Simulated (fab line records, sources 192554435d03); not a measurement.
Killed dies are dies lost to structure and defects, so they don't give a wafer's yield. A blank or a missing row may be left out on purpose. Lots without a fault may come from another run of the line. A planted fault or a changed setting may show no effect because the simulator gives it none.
Chamber matching | flow n5_finfet | N5_BEOL_M10_STRIP_67 on rie_diel-01: 4 sister chambers
The step strips in CF4. 4 wafers are shown with their chamber, then 11 later ones without.

WAFERS WITH THEIR CHAMBER
wafer  | chamber | showerhead_plenum_p_Torr (Torr)
L083.2 | 1       | 1.75
L085.6 | 3       | 1.63
L087.5 | 0       | 1.71
L089.2 | 2       | 1.82

WAFERS WITHOUT THEIR CHAMBER
wafer  | showerhead_plenum_p_Torr (Torr)
L089.3 | 1.82
L089.5 | 1.82
L088.2 | 1.82
L088.3 | 1.75
L088.6 | 1.63
L093.2 | 1.63
L093.4 | 1.74
L093.6 | 1.82
L097.1 | 1.71
L097.5 | 1.82
L097.6 | 1.63

WHICH CHAMBER EACH WENT THROUGH
wafer  | from the rows above | in truth
L089.3 | 2                   | 2
L089.5 | 2                   | 2
L088.2 | 2                   | 2
L088.3 | 1                   | 1
L088.6 | 3                   | 3
L093.2 | 3                   | 3
L093.4 | 1                   | 1
L093.6 | 2                   | 2
L097.1 | 0                   | 0
L097.5 | 2                   | 2
L097.6 | 3                   | 3
Placed correctly: 11 of 11. Can't be placed from these rows: 0. Placed wrongly: 0.
How it was worked out, from the rows above alone: a wafer's distance from a chamber is the root of the sum, over the readings, of the square of ((its reading less the chamber's mean) divided by the reading's scatter). The wafer belongs to the nearest chamber; if the next one is less than 2 further off, it can't be placed. A chamber's mean is the mean of its shown wafers. The scatter: with one shown wafer a chamber, the root of the mean of the squares of how far each hidden wafer lies from its nearest shown one.
